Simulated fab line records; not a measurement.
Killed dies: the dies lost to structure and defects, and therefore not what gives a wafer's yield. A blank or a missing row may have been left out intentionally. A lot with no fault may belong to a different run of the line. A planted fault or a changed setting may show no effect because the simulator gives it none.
A struck lot beside a sound one ; flow nand harc ; 15 out of 1159 route steps
Sound: wafers L170.1, L170.4, L170.6. Wafers struck: L183.2, L183.3, L183.4. The cause comes at the end.
Order at every step that has rows: each side's tool, ch and its chambers, its first start. Under that, the readings that differ: sound wafers ; struck wafers ; difference of the means ; sigmas: that difference in standard deviations of wafers without a fault.
alike: words and numbers the same on both sides, and readings whose means are apart by under 2 such deviations; not compared: readings that were withheld, readings missing a value for some wafer, numbers with overlapping values and no deviation given by the record, and bounds like >300 which may hide the same value.
Wherever a step has rows on one side only, a row that says differs or no value, or a row with sigmas, the two part there. Numbers that don't overlap but have no deviation are shown without sigmas and don't part them. Lack of a reading on every wafer of one side parts them only where that side has two or more wafers.

first, 2 steps without rows for these wafers: NHARC_A_CONTACT_STRIP_100 (strips in CF4/CHF3); NHARC_A_CONTACT_STRIP_101 (strips in O2/COS).
NHARC_A_CONTACT_ETCH_102: etches the open film in CF4/O2, target depth 70 nm, overetch 7 nm, time 38.5 s.
  sound on rie diel-01 ch 0,1,2, day 16 22:04; struck on rie diel-04 ch 0,1,2, day 20 00:52
reading;sound;struck;difference;sigmas
drypump motor current A (A);5.1 5.3 4.9;6.6 6.3 5.8;+1.1;+2
  alike: oes product au, rf fwd power W, rf vpp V, showerhead plenum p Torr, throttle valve pct
  not compared: rf hours counter h
NHARC_A_CONTACT_STRIP_55: strips in O2.
  sound on rie diel-01 ch 0,2; struck on rie diel-04 ch 1,2,3
reading;sound;struck;difference;sigmas
drypump motor current A (A);4.9 5.4 4.9;6.3 6.6 6.2;+1.3;+2
  alike: oes product au, rf vpp V, showerhead plenum p Torr, throttle valve pct
  not compared: rf hours counter h
then, 1 step without rows for these wafers: NHARC_A_CONTACT_STRIP_56 (strips in post etch residue remover, time 600 s).
NHARC_A_CONTACT_DEP_57: deposits aC, target thk 2800 nm.
  sound on acl dep-02 ch 0, day 16 23:10; struck on acl dep-03 ch 0, day 20 02:50
  alike: throttle valve pct
NHARC_A_CONTACT_DEP_58: deposits SiON, target thk 60 nm.
  sound on pecvd-01 ch 0,1,2, day 17 00:55; struck on pecvd-02 ch 0,2, day 20 04:20
  alike: heater power w, rf fwd power W
then, 5 steps without rows for these wafers: NHARC_A_CONTACT_DEHYDRATE_59 (time 120 s); NHARC_A_CONTACT_HMDS_60 (time 30 s); NHARC_A_CONTACT_COAT_61 (time 75 s); NHARC_A_CONTACT_COAT_62 (time 65 s); NHARC_A_CONTACT_COAT_63 (resist thk 90 nm).
NHARC_A_CONTACT_SOFTBAKE_64: time 55 s.
  sound on litho track-06 ch 0, day 17 01:00; struck on litho track-06 ch 0, day 20 04:00
reading;sound;struck;difference;sigmas
heater power total W (W);188.49 188.38 188.48;198.26 198.23 198.25;+9.80;+70
plate temp C (C);104.96 104.86 104.95;- - -;no value on the struck wafers;
  alike: exhaust pa, resist line temp C
after that, 1 step had no rows for these wafers: NHARC_A_CONTACT_EBR_65.
-- break in the record here, with 3 days between the starts of the struck wafers on either side (left off in module A_CONTACT, picked up again in module END, where the first step shown is number 1159 on the route) --
NHARC_END_SORT_01:
  at this point the record logs the struck wafers (prober-02 ch 0, day 23 08:56) and has no rows for the sound ones

WHERE THEY PART
Earliest at NHARC_A_CONTACT_ETCH_102; latest, in this record, at NHARC_END_SORT_01.

WHY: what had been put in by the simulator
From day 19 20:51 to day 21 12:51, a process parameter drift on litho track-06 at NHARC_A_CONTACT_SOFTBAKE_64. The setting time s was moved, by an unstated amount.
